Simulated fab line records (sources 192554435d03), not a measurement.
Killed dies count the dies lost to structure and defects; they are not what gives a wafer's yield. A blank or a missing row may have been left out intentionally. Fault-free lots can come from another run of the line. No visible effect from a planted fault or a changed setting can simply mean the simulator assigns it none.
Comparing a struck lot with a sound one -- flow n5-finfet -- 42 out of 1938 route steps
Sound: these wafers, L663.1, L663.2, L663.4. The struck wafers were L673.4, L673.5, L673.6. The cause is named last.
Per side, at each step with rows, come the tool, then ch with its chambers, and then its first start. Under that, the readings that differ: sound wafers -- struck wafers -- difference of the means -- sigmas: that difference in standard deviations of wafers without a fault.
alike: words and numbers the same on both sides, and readings whose means are apart by under 2 such deviations; not compared: readings that were withheld, readings missing a value for some wafer, numbers with overlapping values and no deviation given by the record, and bounds like >300 which may hide the same value.
A row with sigmas, a row that says differs or no value, or rows on one side alone: a step with any of these is where the two part. Numbers that don't overlap but have no deviation are shown without sigmas and don't part them. A reading missing from all wafers of one side parts the sides only when that side holds two or more wafers.

first, 11 steps without rows for these wafers: N5_BEOL_M3_ALD_98 (deposits SiO2, target thk 2.5 nm, pulse time 1 s, co reactant pulse time 1 s); N5_BEOL_M3_ETCHBACK_99 (etches SiO2 in CHF3, target depth 5 nm, time 10.4 s); N5_BEOL_M3_ETCH_70 (etches SOC in N2/H2, target depth 80 nm, overetch 16 nm, time 120 s); N5_BEOL_M3_STRIP_71 (strips in N2/H2); N5_BEOL_M3_STRIP_78 (strips in N2/H2); N5_BEOL_M3_VIA_ETCH_34 (etches the open film in C4F6/O2, target depth 69.4 nm, time 65.9 s); N5_BEOL_M3_STRIP_83 (strips in C4F6/O2); N5_BEOL_M3_STRIP_36 (strips in N2/H2); N5_BEOL_M3_TRENCH_ETCH_37 (etches SiOC in C4F6/O2, target depth 55.555 nm, time 29.2 s); N5_BEOL_M3_ETCH_41 (etches SiCN in CH3F/O2, target depth 29.9 nm, time 52.5 s); N5_BEOL_M3_STRIP_97 (strips in N2/H2, time 10 s).
N5_BEOL_M3_HM_STRIP_39: strips TiN in peroxide tin strip, target depth 25 nm, time 158 s.
  sound on wet-bench-02 ch 1,4,7, day 8 01:44; struck on wet-bench-02 ch 2,3,5, day 10 14:47
  no value came back on the struck wafers for bath-guard-temp-C (C), bath-heat-duty-pct (%), temp-c (C), time-s (s); on the sound wafers bath-guard-temp-C (C) reads 49.6 50.3 49.1
reading,sound,struck,difference,sigmas
model.TiN_of_BEOL_M3_HM_DEP_02.thk-nm (nm),0 0 0,18 18 17.8,+18,
then, 1 step without rows for these wafers: N5_BEOL_M3_SRD_40 (time 30 s).
N5_BEOL_M3_PRECLEAN_42: cleans in residue remover, time 60 s.
  sound on wet-bench-02 ch 1,4,7, day 8 01:49; struck on wet-bench-02 ch 2,3,5, day 10 14:51
reading,sound,struck,difference,sigmas
model.TiN_of_BEOL_M3_HM_DEP_02.thk-nm (nm),0 0 0,7 7 6.8,+7,
  alike: temp-c
then, 25 steps without rows for these wafers: N5_BEOL_M3_SRD_43 (time 30 s); N5_BEOL_M3_DEGAS_44 (time 60 s); N5_BEOL_M3_PRE_CLEAN_45 (time 30 s); N5_BEOL_M3_ALD_84 (deposits TaN, pulse time 2 s, purge time 3 s, co reactant purge time 2 s); N5_BEOL_M3_SURFACE_TREAT_85; N5_BEOL_M3_CVD_47 (deposits Co from CCTBA/H2, target thk 3 nm, time 223.8 s); N5_BEOL_M3_SPUTTER_48 (material Cu, target thk 4.5 nm, time 8.29 s); N5_BEOL_M3_ANNEAL_49 (time 240 s); N5_BEOL_M3_SPUTTER_79 (material Cu, target thk 4.5 nm, time 8.29 s); N5_BEOL_M3_ANNEAL_80 (time 240 s); N5_BEOL_M3_SPUTTER_81 (material Cu, target thk 4.5 nm, time 8.29 s); N5_BEOL_M3_ANNEAL_82 (time 240 s); N5_BEOL_M3_SPUTTER_86 (material Cu, target thk 4.5 nm, time 8.29 s); N5_BEOL_M3_ANNEAL_87 (time 240 s); N5_BEOL_M3_SPUTTER_88 (material Cu, target thk 4.5 nm, time 8.29 s); N5_BEOL_M3_ANNEAL_89 (time 240 s); N5_BEOL_M3_SPUTTER_90 (material Cu, target thk 4.5 nm, time 8.29 s); N5_BEOL_M3_ANNEAL_91 (time 240 s); N5_BEOL_M3_SPUTTER_92 (material Cu, target thk 4.5 nm, time 8.29 s); N5_BEOL_M3_ANNEAL_93 (time 240 s); N5_BEOL_M3_SPUTTER_94 (material Cu, target thk 4.5 nm, time 8.29 s); N5_BEOL_M3_ANNEAL_95 (time 240 s); N5_BEOL_M3_SPUTTER_96 (material Cu, target thk 4.5 nm, time 8.29 s); N5_BEOL_M3_ECD_50 (material Cu, target thk 300 nm); N5_BEOL_M3_ANNEAL_51 (time 90 s).
N5_BEOL_M3_CMP_52: polishes, stops on SiOC, t overpolish 6.8 s, target thk 40 nm.
  sound on cmp-01 ch 0,1,3, day 8 06:52; struck on cmp-02 ch 1,2,3, day 10 18:32
reading,sound,struck,difference,sigmas
barrier-field-endpoint-s (s),24.2 24.1 24.1,33.9 32.2 34.1,+9.3,+14
  alike: motor-current-A
N5_BEOL_M4_RC_MEAS_101:
  sound on prober-02 ch 0, day 8 20:29; struck on prober-01 ch 0, day 11 05:40
reading,sound,struck,difference,sigmas
ION_N (uA/um),673 654 666,709 719 721,+52,+4
ION_P (uA/um),459 451 455,497 494 503,+43,+6
  alike: DIBL_N, DIBL_P, IOFF_N, IOFF_P, RS_SD_P, SS_N, SS_P, VT_N, VT_P
-- record jumps: 6 days separate the struck wafers' starts on either side; left off in module BEOL_M4, taken up again in module PASSIVATION, whose first shown step is the route's number 1936 --
N5_PASSIVATION_PROBE_49:
  only the struck wafers here have rows in the record (prober-01, day 17 06:27); the sound ones have none

WHERE THEY PART
Last at N5_PASSIVATION_PROBE_49 as far as this record goes, first at N5_BEOL_M3_HM_STRIP_39.

WHY: the cause the simulator had injected
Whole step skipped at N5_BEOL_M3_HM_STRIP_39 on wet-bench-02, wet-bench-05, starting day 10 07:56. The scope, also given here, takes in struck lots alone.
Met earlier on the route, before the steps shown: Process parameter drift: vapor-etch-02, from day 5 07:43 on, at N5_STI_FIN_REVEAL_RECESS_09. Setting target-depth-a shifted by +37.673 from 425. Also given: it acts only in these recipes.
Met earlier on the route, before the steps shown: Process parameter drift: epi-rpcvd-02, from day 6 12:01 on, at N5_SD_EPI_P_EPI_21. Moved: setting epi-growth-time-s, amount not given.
